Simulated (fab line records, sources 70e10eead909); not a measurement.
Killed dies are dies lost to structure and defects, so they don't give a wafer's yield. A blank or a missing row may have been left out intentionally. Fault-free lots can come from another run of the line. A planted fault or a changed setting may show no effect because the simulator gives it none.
A struck lot beside a sound one -- flow nand_harc -- 13 steps out of a route of 1302
Sound: the wafers L110.1, L110.2, L110.6. Wafers L113.1, L113.2, L113.5 were the ones struck. The cause is given at the end.
Per side, at each step with rows, come the tool, then ch with its chambers, and then its first start. Under that, the readings that differ: sound wafers -- struck wafers -- difference of the means -- sigmas: that difference in standard deviations of wafers without a fault.
alike: a reading whose means differ by less than 2 such deviations, as well as words and numbers matching on both sides. not compared: withheld readings; readings where some wafer has no value; bounds like >300 that might hide an equal value; numbers whose values overlap and for which the record gives no deviation.
A row with sigmas, a row that says differs or no value, or rows on one side alone: a step with any of these is where the two part. Numbers that have no deviation but don't overlap get no sigmas and don't part them. Lack of a reading on every wafer of one side parts them only where that side has two or more wafers.

NHARC_A_WL_FILL_RTA_01: time 5 s.
  sound on rtp_anneal-02 ch 0, day 22 05:14; struck on rtp_anneal-01 ch 0, day 24 02:33
reading,sound,struck,difference,sigmas
lamp_zone_1_pct (%),31.5 31.6 31.5,28.3 28.3 28.3,-3.2,-2
  alike: lamp_power_pct, lamp_zone_5_pct, wafer_temp_C_max
then, 1 step without rows for these wafers: NHARC_A_WL_FILL_ALD_02 (deposits TiN, target thk 2 nm, pulse time 3 s, ald cycles 100).
NHARC_A_WL_FILL_CVD_03: deposits W, target thk 40 nm, time 279 s.
  sound on cvd_w-01 ch 0,1, day 22 05:53; struck on cvd_w-02 ch 0,1, day 24 03:11
reading,sound,struck,difference,sigmas
throttle_valve_pct (%),8.01 7.49 7.48,8.34 7.97 8.41,+0.58,+2
  alike: heater_power_w, susceptor_temp_C
NHARC_A_WL_FILL_ETCHBACK_04: etches the open film in NF3, target depth 60 nm, time 120 s.
  sound on rie_metal-02 ch 1, day 22 06:17; struck on rie_metal-03 ch 0,1, day 24 03:34
  alike: drypump_motor_current_A, oes_product_au
  not compared: rf_hours_counter_h
NHARC_A_WL_FILL_ETCHBACK_05: etches the open film in Cl2/BCl3, target depth 22 nm, time 60 s.
  sound on rie_metal-02 ch 1, day 22 06:44; struck on rie_metal-03 ch 0,1, day 24 03:49
  alike: drypump_motor_current_A, oes_product_au
  not compared: rf_hours_counter_h
NHARC_A_WL_FILL_STRIP_27: strips in N2/H2, time 20 s.
  sound on plasma_asher-02 ch 0,1, day 22 06:56; struck on plasma_asher-02 ch 0,1, day 24 03:57
  alike: drypump_motor_current_A, heater_power_w, rf_refl_power_W
  not compared: rf_hours_counter_h
then, 4 steps without rows for these wafers: NHARC_A_WL_FILL_STRIP_28 (strips in post etch residue remover, time 1200 s); NHARC_A_WL_FILL_PRECLEAN_06 (cleans in DIW, time 300 s); NHARC_A_WL_FILL_SRD_07; NHARC_A_WL_FILL_ANNEAL_08 (time 1800 s).
NHARC_A_WL_FILL_ALD_10: deposits SiO2, target thk 50 nm, pulse time 10 s, ald cycles 500.
  sound on ald_hk-02 ch 0,2,3, day 22 14:19; struck on ald_hk-04 ch 1,2,3, day 24 10:16
  no value came back on the struck wafers for any of 5 readings (ald_cycles, heater_power_outer_w (W) and others); on the sound wafers ald_cycles reads 500 500 500
then, 1 step without rows for these wafers: NHARC_A_WL_FILL_ETCHBACK_16 (etches the open film in C4F8/O2/Ar, target depth 120 nm, time 24 s).
-- record jumps: 4 days between struck wafers' starts before vs after; left off in module A_WL_FILL, resumes in module END, first step shown is number 1302 of the route --
NHARC_END_SORT_01:
  sound on prober-02 ch 0, day 26 00:46; struck on prober-01 ch 0, day 28 04:35
reading,sound,struck,difference,sigmas
hold,- - -,await_dispo/1.9h/scrap await_dispo/1.9h/scrap await_dispo/1.9h/scrap,no value on the sound wafers,
killed_at_array,66 60 72,669 666 671,+603,+29
killed_at_other,0 0 2,5 5 2,+3,+2
killed_dies,68 62 76,677 677 677,+608,+29
  alike: killed_at_periphery, killed_open, killed_short

WHERE THEY PART
Earliest at NHARC_A_WL_FILL_RTA_01; latest, in this record, at NHARC_END_SORT_01.

WHY: whatever the simulator had introduced
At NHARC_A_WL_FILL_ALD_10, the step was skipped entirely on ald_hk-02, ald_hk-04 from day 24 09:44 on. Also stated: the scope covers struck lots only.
